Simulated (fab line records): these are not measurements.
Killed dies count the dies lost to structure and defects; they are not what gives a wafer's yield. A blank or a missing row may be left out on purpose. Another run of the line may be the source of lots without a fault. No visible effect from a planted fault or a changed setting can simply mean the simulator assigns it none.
What tool caused it? | flow nand_harc | 36 wafers from 12 lots sampled at 5 of the route's 1302 steps

== WHAT THE GAUGES SHOWED, per wafer ==
NHARC_END_SORT_01. Usual: killed_at_array 63, standard deviation 27; killed_at_other 0.7, standard deviation 1.2; killed_at_periphery 3.1, standard deviation 2; killed_dies 67, standard deviation 28; killed_open 3.0, standard deviation 1.9; killed_short 2.2, standard deviation 1.5.
lot  | measured     | on        | killed_at_array | killed_at_other | killed_at_periphery | killed_dies | killed_open | killed_short | flag
L835 | day 28 11:41 | prober-02 | 673 28 22       | 0 0 0           | 4 2 4               | 677 30 26   | 6 5 6       | 2 2 1        | OFF
L837 | day 28 22:23 | prober-02 | 673 26 37       | 3 0 0           | 1 1 2               | 677 27 39   | 2 1 3       | 2 2 5        | OFF

== WHICH TOOL RAN EACH LOT (tool, then ch and the chambers of the sampled wafers, then the start) ==
lot  | NHARC_A_CHANNEL_FILL_D2_ETCHBACK_19 | NHARC_THIN_TSV_DESCUM_14           | NHARC_THIN_TSV_DEGAS_49      | NHARC_THIN_TSV_ETCH_59
L825 | rie_si-02 ch 1,2,3, day 14 06:38    | rie_diel-07 ch 0,2,3, day 23 23:28 | pvd_sputter-03, day 24 02:08 | rie_metal-02 ch 0,1, day 24 05:35
L827 | rie_si-05 ch 0,1,2, day 14 23:42    | rie_diel-05 ch 0,1,2, day 24 09:26 | pvd_sputter-03, day 24 12:07 | rie_metal-01 ch 0,1, day 24 15:29
L826 | rie_si-03 ch 0,2, day 14 23:42      | rie_diel-05 ch 1,2, day 23 19:19   | pvd_sputter-02, day 23 21:55 | rie_metal-01 ch 0,1, day 24 01:17
L829 | rie_si-03 ch 0,2,3, day 15 19:35    | rie_diel-10 ch 0,1,2, day 24 22:47 | pvd_sputter-03, day 25 01:28 | rie_metal-03 ch 0,1, day 25 04:55
L830 | rie_si-02 ch 0,1,3, day 16 11:07    | rie_diel-07 ch 0,1,2, day 25 14:39 | pvd_sputter-03, day 25 17:16 | rie_metal-02 ch 0,1, day 25 20:42
L832 | rie_si-02 ch 1,2, day 17 05:43      | rie_diel-05 ch 0,1, day 26 07:34   | pvd_sputter-02, day 26 10:13 | rie_metal-01 ch 1, day 26 13:36
L835 | rie_si-02 ch 0,2,3, day 18 22:06    | rie_diel-07 ch 2,3, day 27 19:44   | pvd_sputter-01, day 27 22:37 | rie_metal-03 ch 0,1, day 28 02:11
L837 | rie_si-02 ch 0,2, day 19 07:12      | rie_diel-05 ch 0,2, day 28 06:47   | pvd_sputter-02, day 28 09:25 | rie_metal-01 ch 1, day 28 12:56
L845 | rie_si-02 ch 2,3, day 22 20:13      | rie_diel-10 ch 0,3, day 32 03:18   | pvd_sputter-02, day 32 06:04 | rie_metal-03 ch 0, day 32 09:31
L848 | rie_si-05 ch 0,1,3, day 23 19:31    | rie_diel-07 ch 0,1,2, day 33 07:47 | pvd_sputter-02, day 33 10:43 | rie_metal-01 ch 0,1, day 33 14:11
L847 | rie_si-02 ch 2,3, day 23 19:31      | rie_diel-10 ch 0,2,3, day 32 21:00 | pvd_sputter-02, day 32 23:37 | rie_metal-02 ch 0,1, day 33 03:00
L846 | rie_si-03 ch 1,2,3, day 23 19:32    | rie_diel-05 ch 1,2, day 34 00:10   | pvd_sputter-01, day 34 02:54 | rie_metal-02 ch 0,1, day 34 06:21
- NHARC_A_CHANNEL_FILL_D2_ETCHBACK_19: etches the open film in HBr/Cl2, target depth 5 nm, time 1.7 s.
- NHARC_THIN_TSV_DESCUM_14: chemistry O2, time 3 s.
- NHARC_THIN_TSV_DEGAS_49: time 120 s.
- NHARC_THIN_TSV_ETCH_59: etches the open film in Cl2/BCl3, target depth 880 nm, time 138.1 s.

== WHAT THE TOOLS THEMSELVES READ (means of the sampled wafers that have a number; where no wafer has one, the mark that the record gives instead) ==
NHARC_A_CHANNEL_FILL_D2_ETCHBACK_19. Usual: drypump_motor_current_A 5.7 A, standard deviation 0.47; he_backside_leak_sccm 2.63 sccm, standard deviation 0.26; oes_product_au 1.003 a.u., standard deviation 0.013; throttle_valve_pct 26.406 %, standard deviation 0.0096.
lot  | tool      | drypump_motor_current_A (A) | he_backside_leak_sccm (sccm) | oes_product_au (a.u.) | throttle_valve_pct (%) | flag
L825 | rie_si-02 | 5.5                         | 2.61                         | 1.005                 | 26.400                 |
L827 | rie_si-05 | 5.5                         | 2.41                         | 1.000                 | 26.414                 |
L826 | rie_si-03 | 6.1                         | 2.71                         | 1.008                 | 26.396                 |
L829 | rie_si-03 | 6.2                         | 2.61                         | 1.005                 | 26.407                 |
L830 | rie_si-02 | 5.9                         | 2.58                         | 1.010                 | 26.397                 |
L832 | rie_si-02 | 5.5                         | 2.48                         | 1.017                 | 26.405                 |
L835 | rie_si-02 | 5.5                         | 2.64                         | 1.001                 | 26.406                 |
L837 | rie_si-02 | 5.8                         | 2.60                         | 1.002                 | 26.397                 |
L845 | rie_si-02 | 5.1                         | 2.62                         | 1.012                 | 26.415                 |
L848 | rie_si-05 | 5.5                         | 2.62                         | 1.009                 | 26.409                 |
L847 | rie_si-02 | 5.1                         | 2.48                         | 1.006                 | 26.404                 |
L846 | rie_si-03 | 6.2                         | 2.63                         | 1.000                 | 26.407                 |

NHARC_THIN_TSV_DESCUM_14. Usual: drypump_motor_current_A 5.6 A, standard deviation 0.4; oes_product_au 1.005 a.u., standard deviation 0.012; rf_vpp_V 58.0 V, standard deviation 0.86; showerhead_plenum_p_Torr 1.95 Torr, standard deviation 0.085; throttle_valve_pct 11.311 %, standard deviation 0.0091.
lot  | tool        | drypump_motor_current_A (A) | oes_product_au (a.u.) | rf_vpp_V (V) | showerhead_plenum_p_Torr (Torr) | throttle_valve_pct (%) | flag
L825 | rie_diel-07 | 5.9                         | 1.014                 | 58.4         | 2.02                            | 11.312                 |
L827 | rie_diel-05 | 5.4                         | 0.994                 | 58.8         | 1.97                            | 11.305                 |
L826 | rie_diel-05 | 5.2                         | 1.002                 | 58.3         | 1.97                            | 11.314                 |
L829 | rie_diel-10 | 5.4                         | 1.008                 | 58.3         | 1.87                            | 11.312                 |
L830 | rie_diel-07 | 6.0                         | 1.012                 | 57.2         | 1.98                            | 11.311                 |
L832 | rie_diel-05 | 5.4                         | 0.998                 | 57.7         | 1.94                            | 11.308                 |
L835 | rie_diel-07 | 5.6                         | 1.017                 | 57.3         | 2.00                            | 11.320                 |
L837 | rie_diel-05 | 5.6                         | 1.015                 | 59.0         | 2.01                            | 11.311                 |
L845 | rie_diel-10 | 5.6                         | 0.991                 | 58.1         | 1.97                            | 11.310                 |
L848 | rie_diel-07 | 5.9                         | 1.012                 | 57.6         | 1.98                            | 11.303                 |
L847 | rie_diel-10 | 5.4                         | 1.003                 | 58.0         | 1.91                            | 11.316                 |
L846 | rie_diel-05 | 5.2                         | 1.002                 | 57.3         | 1.93                            | 11.309                 |

NHARC_THIN_TSV_DEGAS_49. Usual: 492 W for heater_power_w, sd 54.
lot  | tool           | heater_power_w (W) | flag
L825 | pvd_sputter-03 | 407                |
L827 | pvd_sputter-03 | 441                |
L826 | pvd_sputter-02 | 462                |
L829 | pvd_sputter-03 | 433                |
L830 | pvd_sputter-03 | 444                |
L832 | pvd_sputter-02 | 530                |
L835 | pvd_sputter-01 | 496                |
L837 | pvd_sputter-02 | 562                |
L845 | pvd_sputter-02 | 538                |
L848 | pvd_sputter-02 | 516                |
L847 | pvd_sputter-02 | 482                |
L846 | pvd_sputter-01 | 490                |

NHARC_THIN_TSV_ETCH_59. Usual: drypump_motor_current_A 5.3 A, standard deviation 0.49; he_backside_leak_sccm 3.29 sccm, standard deviation 0.2; oes_product_au 0.994 a.u., standard deviation 0.012; throttle_valve_pct 22.264 %, standard deviation 0.0086.
lot  | tool         | drypump_motor_current_A (A) | he_backside_leak_sccm (sccm) | oes_product_au (a.u.) | throttle_valve_pct (%) | flag
L825 | rie_metal-02 | 4.9                         | 3.15                         | 0.986                 | 22.263                 |
L827 | rie_metal-01 | 5.3                         | 3.40                         | 0.989                 | 22.259                 |
L826 | rie_metal-01 | 5.3                         | 3.36                         | 0.993                 | 22.276                 |
L829 | rie_metal-03 | 5.6                         | 3.27                         | 0.998                 | 22.261                 |
L830 | rie_metal-02 | 4.9                         | 3.12                         | 0.994                 | 22.265                 |
L832 | rie_metal-01 | 5.8                         | 3.34                         | 0.997                 | 22.271                 |
L835 | rie_metal-03 | 5.7                         | 3.51                         | 0.994                 | 22.264                 |
L837 | rie_metal-01 | 5.8                         | 3.26                         | 0.991                 | 22.262                 |
L845 | rie_metal-03 | 6.1                         | 3.52                         | 0.988                 | 22.266                 |
L848 | rie_metal-01 | 5.6                         | 3.29                         | 0.997                 | 22.260                 |
L847 | rie_metal-02 | 4.9                         | 3.15                         | 1.011                 | 22.260                 |
L846 | rie_metal-02 | 4.8                         | 3.22                         | 0.992                 | 22.255                 |

== THE ANSWER, worked out from the rows above alone ==
Rule: a lot is off if the mean of its wafers that have a number lies more than 3 standard deviations from the usual mean. Also off: a lot with no number at a reading for which 4 or more lots have one. All remaining lots with rows at the step are treated as sound. After the gauges, taken in route order, come the tools' own readings; for these a lot's mean is taken, as printed above. The first step at which some lot is off is used, and at that step the reading that is off furthest; a lot without a number counts as furthest.
Off at NHARC_END_SORT_01 (killed_at_array): L835, L837. Neither off nor sound, because the step has no rows for them: L825, L827, L826, L829, L830, L832, L845, L848, L847, L846.
If a tool, at a process step before that reading, ran all the lots that are off and no sound lot after the first of them, it fits. The gauges at NHARC_END_SORT_01 are tried like those tools. Undecided on this evidence; 2 tools fit (rie_si-02 at NHARC_A_CHANNEL_FILL_D2_ETCHBACK_19, prober-02 at NHARC_END_SORT_01).

== WHAT THE SIMULATOR HAD INSERTED ==
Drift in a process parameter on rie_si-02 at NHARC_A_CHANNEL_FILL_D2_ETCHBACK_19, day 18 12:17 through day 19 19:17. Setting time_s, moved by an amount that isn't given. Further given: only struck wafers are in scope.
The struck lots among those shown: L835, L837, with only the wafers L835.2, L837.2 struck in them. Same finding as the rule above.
